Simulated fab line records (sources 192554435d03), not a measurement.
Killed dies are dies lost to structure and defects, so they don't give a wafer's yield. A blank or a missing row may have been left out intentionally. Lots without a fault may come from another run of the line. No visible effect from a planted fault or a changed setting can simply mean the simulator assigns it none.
A lot that was struck, set against a sound lot | flow n5Finfet | 33 steps out of a route of 1938
Sound: these wafers, L645.2, L645.4, L645.6. Struck: wafers L661.2, L661.3, L661.5. The cause is named last.
Order at every step that has rows: each side's tool, ch and its chambers, its first start. Under that, the readings that differ: sound wafers | struck wafers | difference of the means | sigmas: that difference in standard deviations of wafers without a fault.
alike: readings with means less than 2 such deviations apart, plus words and numbers identical on both sides. not compared: withheld readings, readings lacking a value on some wafer, bounds such as >300 that could conceal the same value, and numbers that have no deviation in the record and whose values overlap.
Wherever a step has rows on one side only, a row that says differs or no value, or a row with sigmas, the two part there. Numbers that have no deviation but don't overlap get no sigmas and don't part them. A reading missing from all wafers of one side parts the sides only when that side holds two or more wafers.

first, 8 steps without rows for these wafers: N5_WELL_APT_HMDS_01 (time 60 s); N5_WELL_APT_COAT_02 (resist thk 950 nm); N5_WELL_APT_EBR_04; N5_WELL_APT_SOFTBAKE_03 (time 60 s); N5_WELL_APT_EXPOSE_05 (exposes mask NWELL, defocus 0 nm, target cd 200 nm); N5_WELL_APT_PEB_06 (peb time 90 s); N5_WELL_APT_DEVELOP_07 (develop time 45 s); N5_WELL_APT_HARDBAKE_12 (time 120 s).
N5_WELL_APT_CD_MEAS_08: target cd 200 nm.
  sound on cdSem-03 ch 0, day 2 13:50; struck on cdSem-02 ch 0, day 6 13:44
  alike: cdNm
N5_WELL_APT_OVL_MEAS_09:
  sound on overlay-01 ch 0, day 2 13:52; struck on overlay-02 ch 0, day 6 13:45
  alike: NWELL_OVL
N5_WELL_APT_INSPECT_10: inspects for defects (macro).
  struck on defectInspect-02, day 6 13:47; sound on defectInspect-02, day 2 13:53
reading        | sound | struck | difference | sigmas
rawDefectCount | 2 5 5 | 1 0 1  | -3         | -2
N5_WELL_APT_DESCUM_13: chemistry O2, time 7.9 s.
  sound on rieDiel-05 ch 1,3, day 2 13:59; struck on rieDiel-04 ch 2,3, day 6 13:55
  alike: drypumpMotorCurrentA, oesProductAu, rfFwdPowerW, rfVppV, showerheadPlenumPTorr, throttleValvePct
  not compared: rfHoursCounterH
N5_WELL_APT_IMPLANT_14:
  sound on implanter-02 ch 0, day 2 14:07; struck on implanter-01 ch 0, day 6 14:02
reading          | sound                            | struck                       | difference | sigmas
doseIonsCm2      | 1.5004e+13 1.5011e+13 1.5021e+13 | 8.23e+12 8.258e+12 8.232e+12 | -6.77e+12  | -99 or more
faradayCurrentUA | 193 192 188                      | 107 105 105                  | -85        | -23
then, 10 steps without rows for these wafers: N5_WELL_APT_IMPLANT_15; N5_WELL_APT_STRIP_16 (strips in SPM, time 900 s); N5_WELL_APT_HMDS_18 (time 60 s); N5_WELL_APT_COAT_19 (resist thk 950 nm); N5_WELL_APT_EBR_21; N5_WELL_APT_SOFTBAKE_20 (time 60 s); N5_WELL_APT_EXPOSE_22 (exposes mask PWELL, defocus 0 nm, target cd 200 nm); N5_WELL_APT_PEB_23 (peb time 90 s); N5_WELL_APT_DEVELOP_24 (develop time 45 s); N5_WELL_APT_HARDBAKE_29 (time 120 s).
N5_WELL_APT_CD_MEAS_25: target cd 200 nm.
  sound on cdSem-01 ch 0, day 2 15:16; struck on cdSem-03 ch 0, day 6 14:57
  alike: cdNm
N5_WELL_APT_OVL_MEAS_26:
  sound on overlay-01 ch 0, day 2 15:18; struck on overlay-01 ch 0, day 6 14:59
reading        | sound   | struck   | difference | sigmas
PWELL_OVL (nm) | 11 6 11 | -5 -5 -6 | -15        | -2
N5_WELL_APT_INSPECT_27: inspects for defects (macro).
  struck on defectInspect-01, day 6 15:00; sound on defectInspect-02, day 2 15:20
  alike: rawDefectCount
N5_WELL_APT_DESCUM_30: chemistry O2, time 7.9 s.
  sound on rieDiel-04 ch 1,3, day 2 15:22; struck on rieDiel-03 ch 1,2, day 6 15:02
reading              | sound             | struck            | difference | sigmas
throttleValvePct (%) | 20.67 20.59 20.60 | 20.11 20.00 20.13 | -0.54      | -2
  alike: drypumpMotorCurrentA, oesProductAu, rfFwdPowerW, rfVppV, showerheadPlenumPTorr
  not compared: rfHoursCounterH
then, 3 steps without rows for these wafers: N5_WELL_APT_IMPLANT_31; N5_WELL_APT_IMPLANT_32; N5_WELL_APT_STRIP_33 (strips in SPM, time 900 s).
N5_WELL_APT_RTA_34: time 10 s.
  sound on rtpAnneal-01 ch 0, day 2 16:25; struck on rtpAnneal-01 ch 0, day 6 16:16
reading             | sound                | struck               | difference | sigmas
lampPowerPct (%)    | 12.97 13.07 13.08    | 13.54 13.40 13.42    | +0.41      | +8
lamp_zone_1_pct (%) | 13.054 13.009 12.993 | 13.444 13.427 13.471 | +0.429     | +16
lamp_zone_2_pct (%) | 13.005 13.007 13.029 | 13.467 13.419 13.467 | +0.437     | +16
lamp_zone_3_pct (%) | 13.00 12.99 13.05    | 13.50 13.43 13.41    | +0.43      | +14
lamp_zone_4_pct (%) | 13.010 12.975 13.039 | 13.491 13.460 13.456 | +0.461     | +16
lamp_zone_5_pct (%) | 13.016 12.956 13.013 | 13.450 13.443 13.518 | +0.475     | +17
lamp_zone_6_pct (%) | 12.945 12.964 12.941 | 13.378 13.404 13.342 | +0.425     | +16
lamp_zone_7_pct (%) | 13.416 13.424 13.427 | 13.888 13.869 13.839 | +0.443     | +15
  alike: wafer_temp_C_max
then, 1 step without rows for these wafers: N5_WELL_APT_OXIDE_STRIP_42 (strips SiO2 in dHF, time 45 s, target depth 12 nm).
-- a jump in the record: the struck wafers' starts before and after are 11 days apart (it breaks off in module WELL_APT and resumes in module PASSIVATION, where the first step shown is number 1936 of the route) --
N5_PASSIVATION_PROBE_49:
  struck on prober-01, day 18 02:28; sound on prober-01, day 13 06:16
reading       | sound   | struck | difference | sigmas
killedAtOther | 10 11 8 | 2 1 0  | -9         | -3
  alike: killed_at_M0_to_M3, killed_at_M4_up, killedAtContacts, killedAtFrontEnd, killedDies, killedOpen, killedShort

## WHERE THEY PART
Earliest at N5_WELL_APT_INSPECT_10; latest, in this record, at N5_PASSIVATION_PROBE_49.

WHY: whatever the simulator had introduced
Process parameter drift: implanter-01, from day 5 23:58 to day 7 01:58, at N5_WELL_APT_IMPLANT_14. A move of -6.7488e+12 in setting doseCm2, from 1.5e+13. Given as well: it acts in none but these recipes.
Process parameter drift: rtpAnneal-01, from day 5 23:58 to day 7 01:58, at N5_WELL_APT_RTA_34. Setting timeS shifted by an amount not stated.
